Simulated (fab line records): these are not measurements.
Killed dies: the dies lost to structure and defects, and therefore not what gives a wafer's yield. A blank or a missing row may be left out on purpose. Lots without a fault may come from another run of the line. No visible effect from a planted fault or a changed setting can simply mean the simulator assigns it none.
Matching of chambers :: flow n5_finfet :: 3 sister chambers for N5_BEOL_M1_ILD_DEP_00 on pecvd-04
The step deposits SiOC from DEMS/O2, target thk 79 nm, time 15.3 s. 16 wafers are shown with their chamber, then 8 later ones without.

WAFERS PAIRED WITH THEIR CHAMBERS
wafer: L074.2
chamber: 0
showerhead_plenum_p_Torr (Torr): 5.691
heater_power_w (W): 371
throttle_valve_pct (%): 12.0

wafer: L074.3
chamber: 2
showerhead_plenum_p_Torr (Torr): 5.695
heater_power_w (W): 471
throttle_valve_pct (%): 11.5

wafer: L074.6
chamber: 1
showerhead_plenum_p_Torr (Torr): 5.713
heater_power_w (W): 482
throttle_valve_pct (%): 12.6

wafer: L078.1
chamber: 0
showerhead_plenum_p_Torr (Torr): 5.683
heater_power_w (W): 422
throttle_valve_pct (%): 11.9

wafer: L078.2
chamber: 1
showerhead_plenum_p_Torr (Torr): 5.716
heater_power_w (W): 446
throttle_valve_pct (%): 12.1

wafer: L078.3
chamber: 2
showerhead_plenum_p_Torr (Torr): 5.689
heater_power_w (W): 466
throttle_valve_pct (%): 11.8

wafer: L082.4
chamber: 1
showerhead_plenum_p_Torr (Torr): 5.728
heater_power_w (W): 436
throttle_valve_pct (%): 12.7

wafer: L082.5
chamber: 2
showerhead_plenum_p_Torr (Torr): 5.708
heater_power_w (W): 478
throttle_valve_pct (%): 11.5

wafer: L082.6
chamber: 0
showerhead_plenum_p_Torr (Torr): 5.664
heater_power_w (W): 385
throttle_valve_pct (%): 11.9

wafer: L083.2
chamber: 2
showerhead_plenum_p_Torr (Torr): 5.707
heater_power_w (W): 476
throttle_valve_pct (%): 12.0

wafer: L083.3
chamber: 0
showerhead_plenum_p_Torr (Torr): 5.670
heater_power_w (W): 432
throttle_valve_pct (%): 12.2

wafer: L083.5
chamber: 0
showerhead_plenum_p_Torr (Torr): 5.678
heater_power_w (W): 449
throttle_valve_pct (%): 12.2

wafer: L084.1
chamber: 0
showerhead_plenum_p_Torr (Torr): 5.667
heater_power_w (W): 373
throttle_valve_pct (%): 11.9

wafer: L084.4
chamber: 0
showerhead_plenum_p_Torr (Torr): 5.685
heater_power_w (W): 385
throttle_valve_pct (%): 12.1

wafer: L084.6
chamber: 2
showerhead_plenum_p_Torr (Torr): 5.714
heater_power_w (W): 471
throttle_valve_pct (%): 11.6

wafer: L089.2
chamber: 1
showerhead_plenum_p_Torr (Torr): 5.707
heater_power_w (W): 463
throttle_valve_pct (%): 12.3

SIGNATURES (means of the wafers above)
reading: showerhead_plenum_p_Torr
chamber 0: 5.67686
chamber 1: 5.71600
chamber 2: 5.70260
scatter within a chamber: 0.00988

reading: heater_power_w
chamber 0: 402.43
chamber 1: 456.75
chamber 2: 472.40
scatter within a chamber: 23.5

reading: throttle_valve_pct
chamber 0: 12.029
chamber 1: 12.425
chamber 2: 11.680
scatter within a chamber: 0.202
Rule: a wafer lies at a distance from a chamber equal to the root of the sum of squares, over the readings, of (its reading less the chamber's mean, divided by the reading's scatter). The wafer belongs to the nearest chamber; if the next one is less than 2 further off, it can't be placed. The scatter: the root of (the sum of the squares of (reading less its chamber's mean) over the shown wafers, divided by (wafers less chambers)).

WAFERS WITHOUT THEIR CHAMBER
wafer: L089.4
showerhead_plenum_p_Torr (Torr): 5.707
heater_power_w (W): 424
throttle_valve_pct (%): 11.8

wafer: L089.5
showerhead_plenum_p_Torr (Torr): 5.709
heater_power_w (W): 468
throttle_valve_pct (%): 12.5

wafer: L090.2
showerhead_plenum_p_Torr (Torr): 5.677
heater_power_w (W): 411
throttle_valve_pct (%): 12.0

wafer: L090.3
showerhead_plenum_p_Torr (Torr): 5.696
heater_power_w (W): 470
throttle_valve_pct (%): 12.3

wafer: L090.4
showerhead_plenum_p_Torr (Torr): 5.705
heater_power_w (W): 461
throttle_valve_pct (%): 11.8

wafer: L095.1
showerhead_plenum_p_Torr (Torr): 5.666
heater_power_w (W): 371
throttle_valve_pct (%): 11.9

wafer: L095.4
showerhead_plenum_p_Torr (Torr): 5.710
heater_power_w (W): 468
throttle_valve_pct (%): 12.4

wafer: L095.5
showerhead_plenum_p_Torr (Torr): 5.677
heater_power_w (W): 377
throttle_valve_pct (%): 12.1

WHICH CHAMBER EACH WENT THROUGH
wafer: L089.4
from the rows above: can't be placed: 2 or 0 or 1
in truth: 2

wafer: L089.5
from the rows above: 1
in truth: 1

wafer: L090.2
from the rows above: 0
in truth: 0

wafer: L090.3
from the rows above: can't be placed: 1 or 2 or 0
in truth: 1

wafer: L090.4
from the rows above: 2
in truth: 2

wafer: L095.1
from the rows above: 0
in truth: 0

wafer: L095.4
from the rows above: 1
in truth: 1

wafer: L095.5
from the rows above: 0
in truth: 0
Correct placement for 6 of the 8. Unplaceable from these rows: 2, with the true chamber sitting among the candidates in 2. Number placed wrongly: 0.
